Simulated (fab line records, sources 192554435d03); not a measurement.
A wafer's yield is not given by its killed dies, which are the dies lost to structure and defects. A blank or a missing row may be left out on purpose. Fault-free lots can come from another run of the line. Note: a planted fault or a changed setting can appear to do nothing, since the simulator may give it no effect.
What tool caused it? + flow n5 finfet + Sampling: 11 lots, 33 wafers, 3 of 1938 route steps

## WHAT EACH GAUGE READ, for each wafer
N5_FIN_SAQP_INSPECT_40: inspects for defects (brightfield).
| lot  | measured    | on                | raw defect count |
|------|-------------|-------------------|------------------|
| L445 | day 2 21:32 | defect inspect-02 | 191 163 142      |
| L446 | day 3 02:37 | defect inspect-02 | 272 262 295      |
| L447 | day 3 08:52 | defect inspect-02 | 464 349 312      |
| L448 | day 3 16:05 | defect inspect-02 | 196 237 216      |
| L449 | day 3 21:44 | defect inspect-01 | 242 213 297      |
| L452 | day 4 14:25 | defect inspect-01 | 174 253 259      |
| L453 | day 4 23:40 | defect inspect-02 | 178 189 127      |
| L454 | day 5 04:44 | defect inspect-02 | 133 226 294      |
| L459 | day 6 10:07 | defect inspect-02 | 194 172 264      |
| L462 | day 7 02:07 | defect inspect-02 | 167 237 159      |
| L463 | day 7 08:57 | defect inspect-02 | 232 332 555      |

## WHAT TOOL EACH LOT RAN ON (gives the tool, then ch and the chambers of the sampled wafers, and finally the start)
| lot  | N5_FIN_SAQP_MANDREL2_REMOVE_60  | N5_FIN_SAQP_ETCH_64             |
|------|---------------------------------|---------------------------------|
| L445 | rie si-06 ch 2,3, day 2 20:44   | rie si-05 ch 2,3, day 2 21:16   |
| L446 | rie si-05 ch 2,3, day 3 01:55   | rie si-06 ch 2,3, day 3 02:20   |
| L447 | rie si-05 ch 0,1,3, day 3 08:10 | rie si-06 ch 0,1,2, day 3 08:36 |
| L448 | rie si-06 ch 1,2, day 3 15:22   | rie si-01 ch 0,2,3, day 3 15:47 |
| L449 | rie si-06 ch 0,3, day 3 21:03   | rie si-01 ch 0,1,2, day 3 21:28 |
| L452 | rie si-05 ch 0,2,3, day 4 13:44 | rie si-06 ch 0,1,2, day 4 14:09 |
| L453 | rie si-06 ch 2,3, day 4 22:58   | rie si-01 ch 2,3, day 4 23:24   |
| L454 | rie si-05 ch 1,2, day 5 03:54   | rie si-05 ch 1,2,3, day 5 04:28 |
| L459 | rie si-01 ch 0,1,3, day 6 09:21 | rie si-06 ch 0,2,3, day 6 09:50 |
| L462 | rie si-05 ch 0,2,3, day 7 01:26 | rie si-06 ch 0,1,3, day 7 01:51 |
| L463 | rie si-05 ch 2,3, day 7 08:15   | rie si-01 ch 0,1,2, day 7 08:41 |
- N5_FIN_SAQP_MANDREL2_REMOVE_60: chemistry HBr/Cl2/O2, target a-Si, stops on SiNx, bt time 10 s.
- N5_FIN_SAQP_ETCH_64: etches SiO2 in CF4, target depth 1.5 nm.

## WHAT THE TOOLS THEMSELVES READ (means of the sampled wafers that have a number; where no wafer has one, the mark that the record gives instead)
N5_FIN_SAQP_MANDREL2_REMOVE_60.
| lot  | tool      | drypump motor current A (A) | oes product au (a.u.) | rf fwd power W (W) | throttle valve pct (%) |
|------|-----------|-----------------------------|-----------------------|--------------------|------------------------|
| L445 | rie si-06 | 5.9                         | 1.001                 | 599.4              | 36.66                  |
| L446 | rie si-05 | 6.1                         | 0.980                 | 595.7              | 36.88                  |
| L447 | rie si-05 | 5.7                         | 0.990                 | 595.3              | 36.87                  |
| L448 | rie si-06 | 5.9                         | 0.988                 | 596.0              | 36.52                  |
| L449 | rie si-06 | 5.6                         | 0.993                 | 596.2              | 36.52                  |
| L452 | rie si-05 | 5.6                         | 1.004                 | 595.8              | 36.78                  |
| L453 | rie si-06 | 5.5                         | 0.999                 | 597.4              | 36.76                  |
| L454 | rie si-05 | 5.9                         | 0.984                 | 599.1              | 36.98                  |
| L459 | rie si-01 | 5.6                         | 1.028                 | 599.3              | 36.58                  |
| L462 | rie si-05 | 5.6                         | 0.995                 | 595.4              | 36.79                  |
| L463 | rie si-05 | 5.9                         | 0.978                 | 595.1              | 36.90                  |

N5_FIN_SAQP_ETCH_64.
| lot  | tool      | cf4 flow sccm (sccm) | drypump motor current A (A) | oes product au (a.u.) | rf fwd power W (W) | throttle valve pct (%) |
|------|-----------|----------------------|-----------------------------|-----------------------|--------------------|------------------------|
| L445 | rie si-05 | 80.21                | 5.9                         | 0.992                 | 783                | 21.95                  |
| L446 | rie si-06 | 79.98                | 5.9                         | 0.991                 | 783                | 21.76                  |
| L447 | rie si-06 | 80.07                | 6.0                         | 1.002                 | 785                | 21.52                  |
| L448 | rie si-01 | 79.78                | 5.5                         | 1.016                 | 781                | 21.85                  |
| L449 | rie si-01 | 80.02                | 5.7                         | 1.025                 | 785                | 21.88                  |
| L452 | rie si-06 | 79.91                | 6.0                         | 0.984                 | 782                | 21.52                  |
| L453 | rie si-01 | 80.02                | 5.7                         | 1.028                 | 782                | 21.68                  |
| L454 | rie si-05 | 79.72                | 6.0                         | 0.976                 | 784                | 21.98                  |
| L459 | rie si-06 | 80.09                | 5.8                         | 0.989                 | 783                | 21.70                  |
| L462 | rie si-06 | 80.04                | 5.6                         | 0.985                 | 782                | 21.66                  |
| L463 | rie si-01 | 80.06                | 5.7                         | 1.028                 | 784                | 21.89                  |

## THE ANSWER, worked out from the rows above alone
Rule: the lots themselves supply what counts as usual. Put in order of their means at a reading, lots are off if they are a third of the lots or fewer, leave a main group of 4 or more, and stand apart from it by a gap of 3 or more times the standard deviation of the main group's means; of several such gaps the widest counts. A main group is skipped when, at the precision printed for the reading in the tables above, its means are all equal. Also off: a lot with no number at a reading for which 4 or more lots have one. Any other lot the step has rows for is counted as sound. After the gauges, taken in route order, come the tools' own readings; for these a lot's mean is taken, as printed above. At the first step where some lot is off, the reading lying furthest off is the one used; lots without a number count as furthest.
No lot is off on any of the readings shown, so nothing can be concluded from this.

## WHAT THE SIMULATOR PUT IN
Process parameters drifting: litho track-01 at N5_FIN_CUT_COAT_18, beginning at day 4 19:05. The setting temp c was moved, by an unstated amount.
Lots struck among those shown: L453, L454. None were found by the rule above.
